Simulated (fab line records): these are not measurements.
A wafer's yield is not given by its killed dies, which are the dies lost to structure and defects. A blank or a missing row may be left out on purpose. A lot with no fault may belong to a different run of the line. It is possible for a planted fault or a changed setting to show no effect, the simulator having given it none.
Chamber matching + flow nand-harc + pecvd-04 running NHARC_A_STAIRCASE_DEP_301: 3 sister chambers
The step deposits SiON, target thk 30 nm. 3 wafers are shown with their chamber, then 7 later ones without.

WAFERS PAIRED WITH THEIR CHAMBERS
| wafer  | chamber | heater-power-w (W) |
|--------|---------|--------------------|
| L088.4 | 1       | 899                |
| L092.2 | 2       | 624                |
| L092.3 | 0       | 720                |

WAFERS WITHOUT THEIR CHAMBER
| wafer  | heater-power-w (W) |
|--------|--------------------|
| L092.6 | 615                |
| L093.2 | 671                |
| L093.3 | 826                |
| L093.4 | 839                |
| L097.3 | 968                |
| L097.4 | 686                |
| L097.6 | 941                |

THE CHAMBER EACH PASSED THROUGH
| wafer  | from the rows above     | in truth |
|--------|-------------------------|----------|
| L092.6 | can't be placed: 2 or 0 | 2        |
| L093.2 | can't be placed: 2 or 0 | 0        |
| L093.3 | can't be placed: 1 or 0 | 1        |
| L093.4 | can't be placed: 1 or 0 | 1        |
| L097.3 | 1                       | 1        |
| L097.4 | can't be placed: 0 or 2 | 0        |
| L097.6 | 1                       | 1        |
Correct placement for 2 of the 7. These rows do not allow placing 5 (true chamber among the candidates in 5). Wrongly placed: 0.
How it was worked out, from the rows above alone: a wafer's distance from a chamber is the root of the sum, over the readings, of the square of ((its reading less the chamber's mean) divided by the reading's scatter). If the next closest chamber is less than 2 further off than the closest, the wafer can't be placed; otherwise it belongs to the closest. Each chamber's mean is taken over the wafers shown for it. The scatter: with one shown wafer a chamber, the root of the mean of the squares of how far each hidden wafer lies from its nearest shown one.
